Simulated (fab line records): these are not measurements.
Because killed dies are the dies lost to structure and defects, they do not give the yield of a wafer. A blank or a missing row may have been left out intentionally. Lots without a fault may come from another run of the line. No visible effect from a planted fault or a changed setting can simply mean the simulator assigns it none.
Chamber matching | flow nand-harc | NHARC_P_ZERO_WELL_DESCUM_13 on rie-diel-09: 4 sister chambers
The step chemistry O2, time 3 s. 30 wafers are shown with their chamber, then 12 later ones without.

## WAFERS PAIRED WITH THEIR CHAMBERS
wafer  | chamber | drypump-motor-current-A (A) | showerhead-plenum-p-Torr (Torr) | oes-product-au (a.u.)
L074.2 | 1       | 5.2                         | 1.89                            | 1.002
L074.3 | 3       | 5.0                         | 2.01                            | 0.996
L074.6 | 0       | 6.3                         | 1.89                            | 1.015
L075.2 | 2       | 6.0                         | 1.93                            | 1.014
L075.5 | 3       | 5.0                         | 2.01                            | 0.994
L075.6 | 2       | 6.0                         | 1.93                            | 1.011
L077.2 | 0       | 6.3                         | 1.89                            | 1.006
L077.5 | 1       | 5.3                         | 1.89                            | 1.002
L077.6 | 0       | 6.3                         | 1.89                            | 1.011
L078.2 | 1       | 5.2                         | 1.89                            | 1.000
L078.5 | 2       | 6.0                         | 1.93                            | 1.000
L078.6 | 3       | 4.9                         | 2.01                            | 0.996
L080.1 | 1       | 5.3                         | 1.89                            | 1.012
L080.2 | 0       | 6.3                         | 1.89                            | 1.015
L080.6 | 2       | 6.0                         | 1.93                            | 1.011
L082.1 | 0       | 6.3                         | 1.89                            | 1.002
L082.4 | 2       | 6.0                         | 1.93                            | 1.013
L082.5 | 0       | 6.3                         | 1.89                            | 0.995
L083.1 | 0       | 6.3                         | 1.89                            | 1.001
L083.3 | 1       | 5.3                         | 1.89                            | 0.996
L083.6 | 2       | 6.0                         | 1.93                            | 0.997
L084.3 | 2       | 6.0                         | 1.93                            | 1.000
L084.5 | 2       | 6.0                         | 1.93                            | 1.000
L084.6 | 1       | 5.3                         | 1.88                            | 0.993
L088.1 | 3       | 5.0                         | 2.00                            | 1.002
L088.2 | 1       | 5.3                         | 1.88                            | 1.017
L088.3 | 2       | 6.0                         | 1.92                            | 0.996
L090.3 | 0       | 6.3                         | 1.88                            | 1.013
L090.4 | 2       | 6.0                         | 1.92                            | 1.014
L090.6 | 0       | 6.3                         | 1.88                            | 1.016

SIGNATURES (averages over the wafers above)
reading                  | chamber 0 | chamber 1 | chamber 2 | chamber 3 | scatter within a chamber
drypump-motor-current-A  | 6.300     | 5.271     | 6.000     | 4.975     | 0.0289
showerhead-plenum-p-Torr | 1.8878    | 1.8871    | 1.9280    | 2.0075    | 0.00453
oes-product-au           | 1.00822   | 1.00314   | 1.00560   | 0.99700   | 0.00744
Rule: a wafer's distance from a chamber is the root of the sum, over the readings, of the square of ((its reading less the chamber's mean) divided by the reading's scatter). The wafer belongs to the nearest chamber; if the next one is less than 2 further off, it can't be placed. The scatter: the root of (the sum of the squares of (reading less its chamber's mean) over the shown wafers, divided by (wafers less chambers)).

## WAFERS MISSING THEIR CHAMBER
wafer  | drypump-motor-current-A (A) | showerhead-plenum-p-Torr (Torr) | oes-product-au (a.u.)
L093.1 | 6.0                         | 1.92                            | 1.004
L093.3 | 5.2                         | 1.88                            | 1.018
L093.6 | 6.0                         | 1.92                            | 1.004
L094.1 | 6.3                         | 1.88                            | 1.008
L094.3 | 6.0                         | 1.92                            | 1.001
L094.4 | 5.3                         | 1.88                            | 1.021
L095.1 | 5.0                         | 1.99                            | 0.991
L095.2 | 6.3                         | 1.87                            | 1.026
L095.3 | 6.0                         | 1.92                            | 1.005
L096.3 | 6.0                         | 1.91                            | 1.005
L096.4 | 5.3                         | 1.87                            | 1.008
L096.5 | 6.3                         | 1.87                            | 1.004

## WHICH CHAMBER EACH WENT THROUGH
wafer  | from the rows above | in truth
L093.1 | 2                   | 2
L093.3 | 1                   | 1
L093.6 | 2                   | 2
L094.1 | 0                   | 0
L094.3 | 2                   | 2
L094.4 | 1                   | 1
L095.1 | 3                   | 3
L095.2 | 0                   | 0
L095.3 | 2                   | 2
L096.3 | 2                   | 2
L096.4 | 1                   | 1
L096.5 | 0                   | 0
Correct placement for 12 of the 12. Number that these rows cannot place: 0. Placed wrongly: 0.
